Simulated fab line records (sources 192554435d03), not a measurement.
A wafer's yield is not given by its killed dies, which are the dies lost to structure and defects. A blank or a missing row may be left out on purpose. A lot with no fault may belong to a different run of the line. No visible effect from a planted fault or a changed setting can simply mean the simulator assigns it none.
Matching of chambers	flow n5Finfet	3 sister chambers for N5_GATE_CUT_HM_DEP_46 on pecvd-01
The step deposits SiO2 from TEOS/O2, target thk 130 nm, time 26.6 s. 18 wafers are shown with their chamber, then 9 later ones without.

## WAFERS, EACH WITH ITS CHAMBER
wafer	chamber	throttleValvePct (%)	heaterPowerW (W)	showerheadPlenumPTorr (Torr)
L074.1	2	18.1	496	8.35
L074.4	1	19.5	584	8.31
L074.6	0	18.6	475	8.33
L075.1	2	18.0	490	8.37
L075.4	0	18.4	354	8.32
L075.6	1	19.5	631	8.32
L077.2	0	18.5	440	8.34
L077.3	1	19.3	666	8.30
L077.5	2	18.2	540	8.34
L078.1	0	18.6	470	8.30
L078.2	1	19.5	670	8.29
L078.3	2	18.1	541	8.37
L083.1	2	18.1	508	8.34
L083.5	1	19.6	604	8.31
L083.6	2	17.8	516	8.33
L084.1	2	17.9	534	8.36
L084.2	1	19.6	683	8.30
L084.4	2	18.3	544	8.36

SIGNATURES, as means of the wafers listed above
reading	chamber 0	chamber 1	chamber 2	scatter within a chamber
throttleValvePct	18.525	19.500	18.062	0.133
heaterPowerW	434.75	639.67	521.12	37
showerheadPlenumPTorr	8.3225	8.3050	8.3525	0.0141
Rule: distance of a wafer from a chamber = root of the sum over the readings of ((wafer's reading minus chamber's mean) / reading's scatter) squared. If the next closest chamber is less than 2 further off than the closest, the wafer can't be placed; otherwise it belongs to the closest. The scatter is the square root of a quotient: the sum, over the shown wafers, of each reading's squared deviation from its chamber's mean, divided by wafers minus chambers.

## WAFERS MISSING THEIR CHAMBER
wafer	throttleValvePct (%)	heaterPowerW (W)	showerheadPlenumPTorr (Torr)
L092.1	18.2	457	8.33
L092.2	18.3	538	8.35
L092.5	18.3	467	8.32
L093.3	18.4	463	8.30
L093.4	19.6	594	8.30
L093.6	18.2	443	8.31
L095.1	19.8	643	8.30
L095.4	19.3	629	8.33
L095.6	18.4	345	8.30

## EACH ONE'S CHAMBER
wafer	from the rows above	in truth
L092.1	can't be placed: 0 or 2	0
L092.2	can't be placed: 2 or 0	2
L092.5	can't be placed: 0 or 2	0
L093.3	0	0
L093.4	1	1
L093.6	can't be placed: 0 or 2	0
L095.1	1	1
L095.4	1	1
L095.6	0	0
Placed correctly: 5 of 9. Cannot be placed on the basis of these rows: 4; the candidates contain the true chamber in 4. Placed wrongly: 0.
